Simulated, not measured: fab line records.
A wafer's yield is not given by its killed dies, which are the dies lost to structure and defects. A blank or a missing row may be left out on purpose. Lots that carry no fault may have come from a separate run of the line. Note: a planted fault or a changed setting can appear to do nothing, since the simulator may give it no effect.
Chamber matching	flow n5Finfet	N5_MOL_CONTACT_COAG_ETCH_59 on rieDiel-05: 4 sister chambers
The step etches underlayer in N2/H2, target depth 13 nm, time 10.4 s. 14 wafers are shown with their chamber, then 7 later ones without.

WAFERS PAIRED WITH THEIR CHAMBERS
wafer	chamber	drypumpMotorCurrentA (A)	showerheadPlenumPTorr (Torr)	rfVppV (V)
L077.2	0	5.7	2.49	521.0
L077.5	2	6.2	2.61	527.1
L077.6	1	5.1	2.51	522.0
L085.1	3	5.8	2.51	520.6
L085.5	1	5.1	2.51	524.0
L085.6	0	5.6	2.48	523.4
L088.2	1	5.1	2.50	522.6
L088.3	0	5.6	2.48	523.0
L088.5	1	5.1	2.50	521.9
L089.1	1	5.1	2.50	522.5
L089.2	2	6.2	2.60	524.9
L089.5	2	6.3	2.60	526.0
L091.2	0	5.7	2.48	522.0
L091.4	1	5.1	2.50	523.2

SIGNATURES, as means of the wafers listed above
reading	chamber 0	chamber 1	chamber 2	chamber 3	scatter within a chamber
drypumpMotorCurrentA	5.650	5.100	6.233	5.800	0.0408
showerheadPlenumPTorr	2.4825	2.5033	2.6033	2.5100	0.00524
rfVppV	522.350	522.700	526.000	520.600	0.949
Rule: a wafer's distance from a chamber is the root of the sum, over the readings, of the square of ((its reading less the chamber's mean) divided by the reading's scatter). The wafer belongs to the nearest chamber; if the next one is less than 2 further off, it can't be placed. How the scatter is found: for the shown wafers, subtract from each reading the mean of its chamber, square and add these, divide the total by (wafers less chambers), then take the root.

WAFERS WITH NO CHAMBER GIVEN
wafer	drypumpMotorCurrentA (A)	showerheadPlenumPTorr (Torr)	rfVppV (V)
L091.5	6.3	2.60	526.5
L096.3	6.2	2.59	526.1
L096.4	5.6	2.47	522.7
L096.5	5.8	2.50	524.7
L097.1	5.6	2.47	522.3
L097.2	6.2	2.59	524.3
L097.3	5.1	2.50	521.9

THE CHAMBER EACH PASSED THROUGH
wafer	from the rows above	in truth
L091.5	2	2
L096.3	2	2
L096.4	0	0
L096.5	can't be placed: 3 or 0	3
L097.1	0	0
L097.2	2	2
L097.3	1	1
6 of 7 placed correctly. Not placeable from these rows: 1 (in 1, the candidates include the true chamber). 0 placed wrongly.
